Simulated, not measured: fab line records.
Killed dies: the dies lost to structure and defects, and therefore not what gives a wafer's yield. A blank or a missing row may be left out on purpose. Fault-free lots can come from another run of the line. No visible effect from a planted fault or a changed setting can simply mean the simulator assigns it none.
Matching of chambers ; flow n5 finfet ; 4 sister chambers for N5_BEOL_M0_SAQP_MANDREL1_REMOVE_100 on rie si-01
The step chemistry HBr/Cl2/O2, target a-Si, stops on SiNx, bt time 10 s. 16 wafers are shown with their chamber, then 8 later ones without.

## WAFERS WITH THEIR CHAMBER
wafer;chamber;throttle valve pct (%);drypump motor current A (A);oes product au (a.u.)
L074.3;0;36.78;5.28;1.008
L074.5;3;37.16;5.63;0.962
L074.6;2;36.59;5.96;1.013
L075.3;1;36.74;5.62;0.988
L075.4;2;36.63;5.98;1.007
L075.5;0;36.77;5.36;0.998
L081.1;2;36.62;5.96;1.008
L081.2;3;37.16;5.65;0.975
L081.3;0;36.77;5.30;0.985
L081.4;1;36.75;5.56;0.982
L081.5;1;36.73;5.60;0.977
L081.6;0;36.77;5.26;0.992
L084.2;3;37.17;5.66;0.973
L084.5;3;37.17;5.67;0.971
L084.6;2;36.62;5.97;1.006
L088.4;3;37.17;5.63;0.971

SIGNATURES (averages over the wafers above)
reading;chamber 0;chamber 1;chamber 2;chamber 3;scatter within a chamber
throttle valve pct;36.7725;36.7400;36.6150;37.1660;0.0104
drypump motor current A;5.3000;5.5933;5.9675;5.6480;0.0274
oes product au;0.99575;0.98233;1.00850;0.97040;0.00628
Rule: for a wafer and a chamber, the distance is found by dividing, reading by reading, the gap between the wafer's reading and the chamber's mean by the reading's scatter, squaring, summing and taking the root. If the next closest chamber is less than 2 further off than the closest, the wafer can't be placed; otherwise it belongs to the closest. The scatter: take each reading less its chamber's mean, square it, sum over the shown wafers, divide by the number of wafers less the number of chambers, and take the root.

## WAFERS WITH NO CHAMBER GIVEN
wafer;throttle valve pct (%);drypump motor current A (A);oes product au (a.u.)
L088.5;36.76;5.58;0.972
L088.6;36.62;5.97;0.996
L092.2;36.78;5.31;0.998
L092.3;36.75;5.57;0.978
L092.6;37.14;5.66;0.981
L096.2;36.77;5.29;0.977
L096.5;36.63;5.97;1.008
L096.6;36.73;5.60;0.980

## WHICH CHAMBER EACH ONE RAN IN
wafer;from the rows above;in truth
L088.5;1;1
L088.6;2;2
L092.2;0;0
L092.3;1;1
L092.6;3;3
L096.2;0;0
L096.5;2;2
L096.6;1;1
8 of 8 placed correctly. Can't be placed from these rows: 0. Placed wrongly: 0.
